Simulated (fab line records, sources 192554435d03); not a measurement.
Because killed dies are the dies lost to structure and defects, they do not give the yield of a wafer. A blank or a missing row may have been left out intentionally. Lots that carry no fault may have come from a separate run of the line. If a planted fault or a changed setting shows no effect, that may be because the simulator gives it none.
Chamber matching | flow n5-finfet | rie-si-01 running N5_SD_EPI_P_SD_RECESS_17: 4 sister chambers
The step chemistry HBr/Cl2/O2, target depth 39.1 nm, bt time 3 s. 8 wafers are shown with their chamber, then 9 later ones without.

## EACH WAFER AND ITS CHAMBER
wafer  | chamber | throttle-valve-pct (%) | drypump-motor-current-A (A)
L077.3 | 2       | 36.6                   | 5.0
L077.5 | 1       | 37.9                   | 5.8
L077.6 | 2       | 36.6                   | 5.0
L081.5 | 3       | 36.7                   | 6.4
L081.6 | 0       | 37.2                   | 5.7
L083.2 | 3       | 36.7                   | 6.3
L083.5 | 1       | 37.9                   | 5.8
L083.6 | 0       | 37.1                   | 5.7

## WAFERS MISSING THEIR CHAMBER
wafer  | throttle-valve-pct (%) | drypump-motor-current-A (A)
L089.1 | 37.9                   | 5.8
L089.4 | 36.7                   | 6.3
L089.5 | 37.2                   | 5.7
L090.1 | 37.2                   | 5.7
L090.2 | 36.7                   | 6.3
L090.5 | 37.2                   | 5.7
L096.1 | 37.9                   | 5.8
L096.3 | 37.1                   | 5.7
L096.5 | 36.7                   | 6.3

## EACH ONE'S CHAMBER
wafer  | from the rows above | in truth
L089.1 | 1                   | 1
L089.4 | 3                   | 3
L089.5 | 0                   | 0
L090.1 | 0                   | 0
L090.2 | 3                   | 3
L090.5 | 0                   | 0
L096.1 | 1                   | 1
L096.3 | 0                   | 0
L096.5 | 3                   | 3
Placed correctly: 9 of 9. From these rows, 0 cannot be placed. 0 placed wrongly.
How it was worked out, from the rows above alone: a wafer's distance from a chamber is the root of the sum, over the readings, of the square of ((its reading less the chamber's mean) divided by the reading's scatter). The wafer belongs to the nearest chamber; if the next one is less than 2 further off, it can't be placed. The mean given for a chamber averages the wafers shown for that chamber. The scatter: take each reading less its chamber's mean, square it, sum over the shown wafers, divide by the number of wafers less the number of chambers, and take the root.
